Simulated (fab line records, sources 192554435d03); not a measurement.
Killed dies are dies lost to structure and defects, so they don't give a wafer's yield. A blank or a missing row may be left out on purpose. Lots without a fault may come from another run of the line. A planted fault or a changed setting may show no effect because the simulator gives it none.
Split-lot experiment | flow n5_finfet | 7 lots, 39 wafers read, on a route of 1938 steps

THE SPLIT
At N5_MOL_CONTACT_COAG_ETCH_106 (etches SOC in N2/H2, target depth 80 nm, overetch 16 nm, time 120 s), the setting target_depth_a was moved away from the recipe's 800 angstrom on 9 of the 39 wafers read, by -48.1% to +44.4%. The other wafers ran this setting at the recipe's value.

FROM THE SPLIT TO THE READING: what the file shows between them, 2 steps
- N5_MOL_CONTACT_COAG_STRIP_107: strips in N2/H2
- N5_MOL_CONTACT_COAG_STRIP_108: strips in N2/H2

THE READING
MOL_CONTACT_COAG.cd_offset_nm (the simulator's own value, which no gauge read), in nm, at N5_MOL_CONTACT_COAG_CONTACT_ETCH_14 (etches SiO2 in C4F6/O2, target depth 27.5 nm, overetch 8.5 nm, time 20 s). The file gives no usual value for it. The 30 wafers here that ran the recipe average 0.1 nm, standard deviation 0.21 nm.

wafer  | tool, chamber at the split | target_depth_a as run, angstrom | against the recipe | MOL_CONTACT_COAG.cd_offset_nm, nm | against lot-mates on the recipe
L076.1 | rie_diel-04, 1             | 606.3                           | -24.2%             | -0.8                              | -0.6
L076.4 | rie_diel-04, 0             | 606.3                           | -24.2%             | -0.8                              | -0.6
L076.2 | rie_diel-04, 2             | 800                             | recipe             | -0.4                              | -
L076.3 | rie_diel-04, 3             | 800                             | recipe             | 0                                 | -
L076.5 | rie_diel-04, 1             | 800                             | recipe             | -0.2                              | -
L076.6 | rie_diel-04, 2             | 606.3                           | -24.2%             | -0.6                              | -0.4
L077.1 | rie_diel-04, 0             | 800                             | recipe             | 0                                 | -
L077.2 | rie_diel-04, 2             | 800                             | recipe             | 0                                 | -
L077.3 | rie_diel-04, 1             | 800                             | recipe             | 0                                 | -
L077.6 | rie_diel-04, 0             | 800                             | recipe             | 0                                 | -
L077.4 | rie_diel-04, 3             | 800                             | recipe             | 0.2                               | -
L077.5 | rie_diel-04, 1             | 800                             | recipe             | -0.2                              | -
L079.2 | rie_diel-03, 3             | 800                             | recipe             | 0.4                               | -
L079.3 | rie_diel-03, 3             | 800                             | recipe             | 0.2                               | -
L079.5 | rie_diel-03, 1             | 800                             | recipe             | 0.2                               | -
L080.1 | rie_diel-04, 0             | 800                             | recipe             | 0                                 | -
L080.2 | rie_diel-04, 3             | 800                             | recipe             | 0.4                               | -
L080.3 | rie_diel-04, 2             | 1155                            | +44.4%             | 1                                 | +0.9
L080.5 | rie_diel-04, 2             | 1155                            | +44.4%             | 1                                 | +0.9
L080.4 | rie_diel-04, 1             | 1155                            | +44.4%             | 0.8                               | +0.7
L080.6 | rie_diel-04, 1             | 800                             | recipe             | -0.2                              | -
L082.1 | rie_diel-06, 0             | 800                             | recipe             | 0.2                               | -
L082.2 | rie_diel-06, 1             | 800                             | recipe             | 0.2                               | -
L082.5 | rie_diel-06, 0             | 800                             | recipe             | 0.2                               | -
L082.3 | rie_diel-06, 3             | 800                             | recipe             | 0.4                               | -
L082.6 | rie_diel-06, 1             | 800                             | recipe             | 0.4                               | -
L082.4 | rie_diel-06, 2             | 800                             | recipe             | 0                                 | -
L083.1 | rie_diel-06, 0             | 415                             | -48.1%             | -0.8                              | -1.0
L083.3 | rie_diel-06, 2             | 415                             | -48.1%             | -0.8                              | -1.0
L083.2 | rie_diel-06, 3             | 800                             | recipe             | 0                                 | -
L083.4 | rie_diel-06, 1             | 415                             | -48.1%             | -0.6                              | -0.8
L083.5 | rie_diel-06, 2             | 800                             | recipe             | 0.2                               | -
L083.6 | rie_diel-06, 3             | 800                             | recipe             | 0.4                               | -
L097.1 | rie_diel-03, 0             | 800                             | recipe             | 0.4                               | -
L097.5 | rie_diel-03, 0             | 800                             | recipe             | 0.4                               | -
L097.2 | rie_diel-03, 1             | 800                             | recipe             | 0                                 | -
L097.3 | rie_diel-03, 2             | 800                             | recipe             | 0                                 | -
L097.6 | rie_diel-03, 2             | 800                             | recipe             | 0                                 | -
L097.4 | rie_diel-03, 1             | 800                             | recipe             | 0.2                               | -

THE FIT
A straight line over all 39 wafers: MOL_CONTACT_COAG.cd_offset_nm changes by +0.0199 nm for each +1% of target_depth_a; r = +0.87; the points scatter about the line by 0.22 nm.
The same after taking each lot's own level away (the mean of its wafers on the recipe; 39 wafers): +0.0197 nm for each +1%; r = +0.93; scatter 0.15 nm.
On that fit, the largest move of target_depth_a shifts the reading by 0.95 nm.
The lots' own levels span -0.20 to 0.27 nm, that is 2.2 times the standard deviation above.
So the lot-to-lot level changes the slope little: the two slopes agree.
Check: with one of the wafers moved furthest among these (-48.1%) left out of the fit, the line predicts -0.944 nm for it against its lot-mates. It came out at -1 nm against them.

OTHER SPLITS ON THESE WAFERS
These wafers also went through other splits before the reading. Each is held against what the fit with the lots' levels taken away leaves over:
other split on the same wafers          | wafers away from the commonest value | r with MOL_CONTACT_COAG.cd_offset_nm (lot level and that fit taken away)
N5_ZERO_LAYER_DEVELOP_10 develop_time_s | 9                                    | +0.13
N5_FIN_SAQP_ETCH_65 time_s              | 15                                   | +0.14
N5_SD_EPI_P_EPI_21 epi_growth_time_s    | 15                                   | +0.13

THE WHOLE CHAIN: every reading that the file lists as answering this split, in the file's order
step                                | what it does                                                             | reading                                                                                    | change (the file's fit)                                                              | r (the file's)
N5_MOL_CONTACT_COAG_ETCH_106        | etches SOC in N2/H2, target depth 80 nm, overetch 16 nm, time 120 s      | etch.depth_nm (the simulator's own value, which no gauge read)                             | not straight: 56.99 at the lowest setting, 80.03 at the recipe, 79.81 at the highest | not given
N5_MOL_CONTACT_COAG_ETCH_106        | etches SOC in N2/H2, target depth 80 nm, overetch 16 nm, time 120 s      | SiARC_of_MOL_CONTACT_COAG_COAT_104.thk_nm (the simulator's own value, which no gauge read) | -0.0477 nm for each +1% of the setting                                               | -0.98
N5_MOL_CONTACT_COAG_ETCH_106        | etches SOC in N2/H2, target depth 80 nm, overetch 16 nm, time 120 s      | MOL_CONTACT_COAG.cd_offset_nm (the simulator's own value, which no gauge read)             | +0.0194 nm for each +1% of the setting                                               | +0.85
N5_MOL_CONTACT_COAG_CONTACT_ETCH_14 | etches SiO2 in C4F6/O2, target depth 27.5 nm, overetch 8.5 nm, time 20 s | MOL_CONTACT_COAG.cd_offset_nm (the simulator's own value, which no gauge read)             | +0.0198 nm for each +1% of the setting                                               | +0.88

THE FILE'S OWN FIT
MOL_CONTACT_COAG.cd_offset_nm changes by +0.0198 nm for each +1% of target_depth_a, r = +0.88.
